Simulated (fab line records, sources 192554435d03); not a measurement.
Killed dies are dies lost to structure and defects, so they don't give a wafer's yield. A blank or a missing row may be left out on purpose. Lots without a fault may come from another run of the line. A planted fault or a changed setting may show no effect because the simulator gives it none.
Problem report in the 8D (eight disciplines) form, filled by code | flow n5_finfet | the parts of the form that need people (team, actions taken, sign-off) are left out

1. THE PROBLEM
run_length_s at N5_BEOL_M4_CO_CAP_55 reads a mean of 66.0 s on 2 wafers of 2 lots; wafers without a fault read 125.2 s with a standard deviation of 0.34. That is -99 or more standard deviations from the usual mean.
The step: material Co, precursor CCTBA/H2, target thk 2 nm, time 102.1 s.
First seen on wafer L159.3, day 9 08:16, on cvd_co-01. The record holds 30 wafers of 10 lots with a number at this step. Rule for "out", or "out of limits": more than 4 standard deviations from the usual mean. The other wafers with a number count as sound.

2. WHAT IT IS AND WHAT IT IS NOT
question                    | is               | is not
which readings at this step | run_length_s     | heater_power_w
which lots                  | L159, L160       | L153, L154, L156, L167, L168, L172, L173, L174
which wafers of those lots  | L159.3, L160.4   | L159.1, L159.6, L160.2, L160.6
read on which tools         | cvd_co-01        | -
when                        | from day 9 08:16 | up to then (11 sound wafers); but 17 sound wafers of L160, L167, L168, L172, L173, L174 came after

3. SUSPECTS, AND WHAT RULES EACH OUT
Counting: a tool at a process step up to the reading stays a suspect if it ran every lot that is out. Sound lots after the first of them don't rule it out here, since some wafers of a struck lot are sound.
- cvd_co-01 at N5_BEOL_M4_CO_CAP_55 (material Co, precursor CCTBA/H2, target thk 2 nm, time 102.1 s): kept. It ran every lot that is out, first L159 (day 9 08:16); its last sound lot up to then is L156 (day 8 16:25). Its own readings are out on those wafers: run_length_s.
Left after counting: cvd_co-01 at N5_BEOL_M4_CO_CAP_55.

4. THE CAUSE (what the simulator had put in)
Process parameter drift: cvd_co-01, from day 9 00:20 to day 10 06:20, at N5_BEOL_M4_CO_CAP_55. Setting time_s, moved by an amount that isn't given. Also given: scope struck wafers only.
Counting left only this tool.

5. THE CHAIN OF EFFECTS, in route order
Each row: a reading whose mean over the struck wafers that have a number lies more than 3 standard deviations from the usual. Only readings for which the record gives a usual standard deviation are gone through. hours: the time from each lot's start at the first step in this table that gives one to its start at this step, as a median over the lots. sigmas: the change in usual standard deviations.
hours | step                 | reading      | usual   | on struck wafers | change | sigmas
0     | N5_BEOL_M4_CO_CAP_55 | run_length_s | 125.2 s | 66.0             | -59.2  | -99 or more
The process steps in it:
- N5_BEOL_M4_CO_CAP_55: material Co, precursor CCTBA/H2, target thk 2 nm, time 102.1 s.
Later measuring or inspecting steps at which every struck wafer that the step has a row for has a number for every such reading, and none has moved that far: N5_BEOL_M4_RC_MEAS_101.

6. WHAT WOULD HAVE CAUGHT IT SOONER
In this record the first reading out of limits was taken at day 9 08:16, 8 hours after the fault began at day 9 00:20.
